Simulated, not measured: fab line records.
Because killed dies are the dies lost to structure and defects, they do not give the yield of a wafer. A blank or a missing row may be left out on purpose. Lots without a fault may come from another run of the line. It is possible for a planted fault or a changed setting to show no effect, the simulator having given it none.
Split-lot experiment :: flow n5Finfet :: 21 wafers read from 7 lots, route of 1938 steps

== SPLIT DETAILS ==
At N5_BEOL_M8_PECVD_70 (deposits SiO2 from TEOS/O2, target thk 20 nm, time 22.7 s), the setting tempC was moved away from the recipe's 400 C on 4 of the 21 wafers read, by -2.1% to +2.9%. For the rest of the wafers, this setting stayed at what the recipe calls for.

== FROM THE SPLIT TO THE READING: what the file shows between them, 3 steps ==
- N5_BEOL_M8_TRENCH_ETCH_37: etches SiCOH lowk in C4F6/O2, target depth 93.478 nm, time 31.2 s (also split here: biasW)
- N5_BEOL_M8_ETCH_41: etches SiCN in CH3F/O2, target depth 31.9 nm, time 57.8 s
- N5_BEOL_M8_STRIP_80: strips in N2/H2, time 10 s

== THE READING ==
SiO2_of_BEOL_M8_PECVD_70.thkNm (the simulator's own value, which no gauge read), in nm, at N5_BEOL_M8_HM_STRIP_39 (strips TiN in peroxide tin strip, target depth 25 nm, time 158 s). No usual value for it is given in the file. Across the 17 wafers here that went through the recipe, the average is 19.8 nm and the standard deviation 0.24 nm.

wafer: L074.2
tool, chamber at the split: pecvd-01, 2
tempC as run, C: 400
against the recipe: recipe
SiO2_of_BEOL_M8_PECVD_70.thkNm, nm: 19.8
against lot-mates on the recipe: -

wafer: L074.3
tool, chamber at the split: pecvd-01, 1
tempC as run, C: 400
against the recipe: recipe
SiO2_of_BEOL_M8_PECVD_70.thkNm, nm: 19.8
against lot-mates on the recipe: -

wafer: L074.4
tool, chamber at the split: pecvd-01, 2
tempC as run, C: 400
against the recipe: recipe
SiO2_of_BEOL_M8_PECVD_70.thkNm, nm: 20
against lot-mates on the recipe: -

wafer: L078.2
tool, chamber at the split: pecvd-02, 0
tempC as run, C: 400
against the recipe: recipe
SiO2_of_BEOL_M8_PECVD_70.thkNm, nm: 19.8
against lot-mates on the recipe: -

wafer: L078.3
tool, chamber at the split: pecvd-02, 2
tempC as run, C: 400
against the recipe: recipe
SiO2_of_BEOL_M8_PECVD_70.thkNm, nm: 19.6
against lot-mates on the recipe: -

wafer: L078.5
tool, chamber at the split: pecvd-02, 1
tempC as run, C: 409.6
against the recipe: +2.4%
SiO2_of_BEOL_M8_PECVD_70.thkNm, nm: 18.2
against lot-mates on the recipe: -1.5

wafer: L081.1
tool, chamber at the split: pecvd-02, 1
tempC as run, C: 400
against the recipe: recipe
SiO2_of_BEOL_M8_PECVD_70.thkNm, nm: 19.2
against lot-mates on the recipe: -

wafer: L081.3
tool, chamber at the split: pecvd-02, 0,1
tempC as run, C: 400
against the recipe: recipe
SiO2_of_BEOL_M8_PECVD_70.thkNm, nm: 19.6
against lot-mates on the recipe: -

wafer: L081.4
tool, chamber at the split: pecvd-02, 0,1
tempC as run, C: 400
against the recipe: recipe
SiO2_of_BEOL_M8_PECVD_70.thkNm, nm: 19.6
against lot-mates on the recipe: -

wafer: L084.1
tool, chamber at the split: pecvd-02, 0
tempC as run, C: 400
against the recipe: recipe
SiO2_of_BEOL_M8_PECVD_70.thkNm, nm: 19.6
against lot-mates on the recipe: -

wafer: L084.2
tool, chamber at the split: pecvd-02, 1
tempC as run, C: 391.5
against the recipe: -2.1%
SiO2_of_BEOL_M8_PECVD_70.thkNm, nm: 20.4
against lot-mates on the recipe: +0.5

wafer: L084.6
tool, chamber at the split: pecvd-02, 2
tempC as run, C: 400
against the recipe: recipe
SiO2_of_BEOL_M8_PECVD_70.thkNm, nm: 20.2
against lot-mates on the recipe: -

wafer: L089.2
tool, chamber at the split: pecvd-01, 1
tempC as run, C: 400
against the recipe: recipe
SiO2_of_BEOL_M8_PECVD_70.thkNm, nm: 19.6
against lot-mates on the recipe: -

wafer: L089.4
tool, chamber at the split: pecvd-01, 2
tempC as run, C: 400
against the recipe: recipe
SiO2_of_BEOL_M8_PECVD_70.thkNm, nm: 20.2
against lot-mates on the recipe: -

wafer: L089.6
tool, chamber at the split: pecvd-01, 0
tempC as run, C: 400
against the recipe: recipe
SiO2_of_BEOL_M8_PECVD_70.thkNm, nm: 19.8
against lot-mates on the recipe: -

wafer: L091.2
tool, chamber at the split: pecvd-01, 2
tempC as run, C: 411.6
against the recipe: +2.9%
SiO2_of_BEOL_M8_PECVD_70.thkNm, nm: 18.2
against lot-mates on the recipe: -1.4

wafer: L091.3
tool, chamber at the split: pecvd-01, 0
tempC as run, C: 400
against the recipe: recipe
SiO2_of_BEOL_M8_PECVD_70.thkNm, nm: 19.6
against lot-mates on the recipe: -

wafer: L091.5
tool, chamber at the split: pecvd-01, 2
tempC as run, C: 411.6
against the recipe: +2.9%
SiO2_of_BEOL_M8_PECVD_70.thkNm, nm: 18.4
against lot-mates on the recipe: -1.2

wafer: L097.1
tool, chamber at the split: pecvd-03, 0,1
tempC as run, C: 400
against the recipe: recipe
SiO2_of_BEOL_M8_PECVD_70.thkNm, nm: 19.8
against lot-mates on the recipe: -

wafer: L097.5
tool, chamber at the split: pecvd-03, 0,1
tempC as run, C: 400
against the recipe: recipe
SiO2_of_BEOL_M8_PECVD_70.thkNm, nm: 19.8
against lot-mates on the recipe: -

wafer: L097.4
tool, chamber at the split: pecvd-03, 2
tempC as run, C: 400
against the recipe: recipe
SiO2_of_BEOL_M8_PECVD_70.thkNm, nm: 20
against lot-mates on the recipe: -
Where a row lists several chambers, the file gives one row for several wafers and doesn't say which wafer went through which chamber.

THE FIT
A straight line over all 21 wafers: SiO2_of_BEOL_M8_PECVD_70.thkNm changes by -0.493 nm for each +1% of tempC; r = -0.91; the points scatter about the line by 0.26 nm.
The same after taking each lot's own level away (the mean of its wafers on the recipe; 21 wafers): -0.44 nm for each +1%; r = -0.92; scatter 0.22 nm.
The reading moves by 1.3 nm for the largest change in tempC, on that fit.
From 19.47 to 19.90 nm: that is the span of the lots' own levels, equal to 1.8 times the standard deviation above.
Hence the slope depends on the lot-to-lot level, as the two fits are not the same.
Check: -1.28 nm against its lot-mates is what the line predicts for one of the wafers moved furthest among these (+2.9%) when that wafer is left out of the fit. It came out at -1.4 nm against them.

== OTHER SPLITS ON THESE WAFERS ==
Other splits were also applied to these wafers ahead of the reading. Each is held against what the fit with the lots' levels taken away leaves over:
other split on the same wafers: N5_BEOL_M6_TRENCH_ETCH_37 timeS
wafers away from the commonest value: 7
r with SiO2_of_BEOL_M8_PECVD_70.thkNm (lot level and that fit taken away): -0.27

other split on the same wafers: N5_BEOL_M6_ALD_77 aldCycles
wafers away from the commonest value: 12
r with SiO2_of_BEOL_M8_PECVD_70.thkNm (lot level and that fit taken away): -0.14

other split on the same wafers: N5_BEOL_M8_ILD_DEP_00 timeS
wafers away from the commonest value: 4
r with SiO2_of_BEOL_M8_PECVD_70.thkNm (lot level and that fit taken away): +0.28

other split on the same wafers: N5_BEOL_M8_TRENCH_ETCH_37 biasW
wafers away from the commonest value: 5
r with SiO2_of_BEOL_M8_PECVD_70.thkNm (lot level and that fit taken away): +0.02

== THE WHOLE CHAIN: every reading that the file lists as answering this split, in the file's order ==
step: N5_BEOL_M8_PECVD_70
what it does: deposits SiO2 from TEOS/O2, target thk 20 nm, time 22.7 s
reading: SiO2_of_BEOL_M8_PECVD_70.thkNm (the simulator's own value, which no gauge read)
change (the file's fit): -0.467 nm for each +1% of the setting
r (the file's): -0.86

step: N5_BEOL_M8_HM_STRIP_39
what it does: strips TiN in peroxide tin strip, target depth 25 nm, time 158 s
reading: SiO2_of_BEOL_M8_PECVD_70.thkNm (the simulator's own value, which no gauge read)
change (the file's fit): -0.451 nm for each +1% of the setting
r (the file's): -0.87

== THE FILE'S OWN FIT ==
SiO2_of_BEOL_M8_PECVD_70.thkNm changes by -0.451 nm for each +1% of tempC, r = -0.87.
